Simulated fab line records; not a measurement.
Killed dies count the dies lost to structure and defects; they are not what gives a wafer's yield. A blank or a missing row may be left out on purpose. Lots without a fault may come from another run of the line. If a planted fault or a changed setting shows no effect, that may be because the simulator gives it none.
Split-lot study | flow n5-finfet | 21 wafers read from 7 lots, route of 1938 steps

THE SPLIT
At N5_PASSIVATION_ETCH_54 (etches SiO2 in CHF3/O2, target depth 880 nm, time 440 s), the setting time-s was moved away from the recipe's 440 s on 7 of the 21 wafers read, by -19.0% to +21.5%. This setting was run at the recipe's value on the other wafers.

Reading taken at the split's own step.

THE READING
PASSIVATION.feature-depth-nm (the simulator's own value, which no gauge read), in nm, at N5_PASSIVATION_ETCH_54 (etches SiO2 in CHF3/O2, target depth 880 nm, time 440 s). There is no usual value for it anywhere in the file. Across the 14 wafers here that went through the recipe, the average is 880.4 nm and the standard deviation 7.1 nm.

wafer  | tool, chamber at the split | time-s as run, s | against the recipe | PASSIVATION.feature-depth-nm, nm | against lot-mates on the recipe
L080.1 | rie-diel-01, 3             | 440              | recipe             | 886.2                            | -
L080.3 | rie-diel-01, 2             | 440              | recipe             | 878                              | -
L080.6 | rie-diel-01, 1             | 493.4            | +12.1%             | 997.6                            | +115.5
L081.1 | rie-diel-01, 3             | 440              | recipe             | 886.8                            | -
L081.4 | rie-diel-01, 1             | 356.2            | -19.0%             | 708.8                            | -172.2
L081.6 | rie-diel-01, 1             | 440              | recipe             | 875.2                            | -
L082.2 | rie-diel-01, 1             | 534.4            | +21.5%             | 1061                             | +185.0
L082.4 | rie-diel-01, 3             | 534.4            | +21.5%             | 1067                             | +191.0
L082.5 | rie-diel-01, 0             | 440              | recipe             | 876                              | -
L083.4 | rie-diel-01, 1             | 440              | recipe             | 880.6                            | -
L083.5 | rie-diel-01, 1             | 440              | recipe             | 878.4                            | -
L083.6 | rie-diel-01, 0             | 470.3            | +6.9%              | 948.6                            | +69.1
L089.2 | rie-diel-03, 3             | 513.3            | +16.7%             | 1039                             | +153.2
L089.3 | rie-diel-03, 1             | 440              | recipe             | 885.8                            | -
L089.4 | rie-diel-03, 0             | 513.3            | +16.7%             | 1031                             | +145.2
L093.1 | rie-diel-03, 0             | 440              | recipe             | 878                              | -
L093.4 | rie-diel-03, 1             | 440              | recipe             | 886.8                            | -
L093.5 | rie-diel-03, 0             | 440              | recipe             | 881.6                            | -
L094.2 | rie-diel-04, 1             | 440              | recipe             | 869                              | -
L094.3 | rie-diel-04, 0             | 440              | recipe             | 867.6                            | -
L094.6 | rie-diel-04, 2             | 440              | recipe             | 895                              | -

FIT RESULTS
A straight line over all 21 wafers: PASSIVATION.feature-depth-nm changes by +8.93 nm for each +1% of time-s; r = +1.00; the points scatter about the line by 7.5 nm.
The same after taking each lot's own level away (the mean of its wafers on the recipe; 21 wafers): +8.94 nm for each +1%; r = +1.00; scatter 6.5 nm.
The reading moves by 1.9e+02 nm for the largest change in time-s, on that fit.
Across the lots, their own levels run from 876.00 to 885.80 nm, a range of 1.4 times the standard deviation given above.
The two slopes are in agreement: the lot-to-lot level therefore moves the slope only a little.
Check: for one of the wafers moved furthest among these (+21.5%), held out of the fit, the line's prediction against its lot-mates is +194 nm. Against them it came out at +185 nm.

ADDITIONAL SPLITS CARRIED BY THESE WAFERS
Note: prior to the reading, these wafers also went through further splits. Each is held against what the fit with the lots' levels taken away leaves over:
other split on the same wafers     | wafers away from the commonest value | r with PASSIVATION.feature-depth-nm (lot level and that fit taken away)
N5_MIM_BOT_LITHO_PEB_06 peb-time-s | as run: not given for these wafers   | -
N5_MIM_BOT_ETCH_ETCH_03 icp-w      | 4                                    | -0.23
N5_PASSIVATION_PEB_42 peb-time-s   | as run: not given for these wafers   | -

THE WHOLE CHAIN: every reading that the file lists as answering this split, in the file's order
step                   | what it does                                            | reading                                                                       | change (the file's fit)              | r (the file's)
N5_PASSIVATION_ETCH_54 | etches SiO2 in CHF3/O2, target depth 880 nm, time 440 s | etch.depth-nm (the simulator's own value, which no gauge read)                | +9.02 nm for each +1% of the setting | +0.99
N5_PASSIVATION_ETCH_54 | etches SiO2 in CHF3/O2, target depth 880 nm, time 440 s | PASSIVATION.feature-depth-nm (the simulator's own value, which no gauge read) | +9.01 nm for each +1% of the setting | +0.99

FILE'S OWN FIT
PASSIVATION.feature-depth-nm changes by +9.01 nm for each +1% of time-s, r = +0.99.
